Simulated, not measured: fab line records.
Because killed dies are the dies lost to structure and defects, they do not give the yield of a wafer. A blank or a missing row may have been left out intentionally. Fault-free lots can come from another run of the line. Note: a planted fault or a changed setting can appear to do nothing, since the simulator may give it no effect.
Matching of chambers ; flow nand_harc ; NHARC_A_STAIRCASE_ALD_420 on ald_hk-02 has 4 sister chambers
The step deposits SiO2, target thk 20 nm, pulse time 6 s, ald cycles 200. 4 wafers are shown with their chamber, then 8 later ones without.

## WAFERS, EACH WITH ITS CHAMBER
wafer;chamber;heater_power_w (W)
L083.2;0;516
L083.3;1;427
L083.6;3;464
L088.3;2;453

## WAFERS WHOSE CHAMBER IS MISSING
wafer;heater_power_w (W)
L088.4;436
L088.6;483
L091.1;436
L091.3;447
L091.4;452
L096.1;443
L096.5;460
L096.6;454

## WHICH CHAMBER EACH WENT THROUGH
wafer;from the rows above;in truth
L088.4;can't be placed: 1 or 2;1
L088.6;can't be placed: 3 or 2 or 0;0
L091.1;can't be placed: 1 or 2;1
L091.3;can't be placed: 2 or 3 or 1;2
L091.4;can't be placed: 2 or 3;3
L096.1;can't be placed: 2 or 1 or 3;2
L096.5;can't be placed: 3 or 2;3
L096.6;can't be placed: 2 or 3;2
Placed correctly: 0 of 8. Can't be placed from these rows: 8 (the true chamber is among the candidates in 8). Placed wrongly: 0.
How it was worked out, from the rows above alone: a wafer's distance from a chamber is the root of the sum, over the readings, of the square of ((its reading less the chamber's mean) divided by the reading's scatter). If the next closest chamber is less than 2 further off than the closest, the wafer can't be placed; otherwise it belongs to the closest. For every chamber, the mean is computed from those of its wafers that are shown. The scatter: with one shown wafer a chamber, the root of the mean of the squares of how far each hidden wafer lies from its nearest shown one.
